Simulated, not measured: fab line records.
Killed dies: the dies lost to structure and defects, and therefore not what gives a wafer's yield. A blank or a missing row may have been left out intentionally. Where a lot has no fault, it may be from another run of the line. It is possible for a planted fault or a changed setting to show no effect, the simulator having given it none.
Chamber matching + flow nand harc + NHARC_A_ZERO_WELL_DESCUM_12 on rie diel-02 has 4 sister chambers
The step chemistry O2, time 3 s. 4 wafers are shown with their chamber, then 7 later ones without.

== WAFERS WITH THEIR CHAMBER ==
| wafer  | chamber | showerhead plenum p Torr (Torr) |
|--------|---------|---------------------------------|
| L755.3 | 3       | 1.80                            |
| L755.6 | 0       | 1.96                            |
| L756.1 | 2       | 1.84                            |
| L756.2 | 1       | 2.02                            |

== WAFERS WITHOUT THEIR CHAMBER ==
| wafer  | showerhead plenum p Torr (Torr) |
|--------|---------------------------------|
| L756.3 | 1.80                            |
| L758.1 | 1.84                            |
| L758.4 | 1.96                            |
| L758.6 | 1.80                            |
| L761.1 | 2.01                            |
| L761.4 | 1.80                            |
| L761.5 | 2.01                            |

== WHICH CHAMBER EACH WENT THROUGH ==
| wafer  | from the rows above | in truth |
|--------|---------------------|----------|
| L756.3 | 3                   | 3        |
| L758.1 | 2                   | 2        |
| L758.4 | 0                   | 0        |
| L758.6 | 3                   | 3        |
| L761.1 | 1                   | 1        |
| L761.4 | 3                   | 3        |
| L761.5 | 1                   | 1        |
7 of 7 placed correctly. Can't be placed from these rows: 0. Wrongly placed: 0.
How it was worked out, from the rows above alone: a wafer's distance from a chamber is the root of the sum, over the readings, of the square of ((its reading less the chamber's mean) divided by the reading's scatter). If the next closest chamber is less than 2 further off than the closest, the wafer can't be placed; otherwise it belongs to the closest. For every chamber, the mean is computed from those of its wafers that are shown. The scatter (one wafer shown for each chamber): square how far every hidden wafer sits from the nearest shown wafer, average those squares and take the square root.
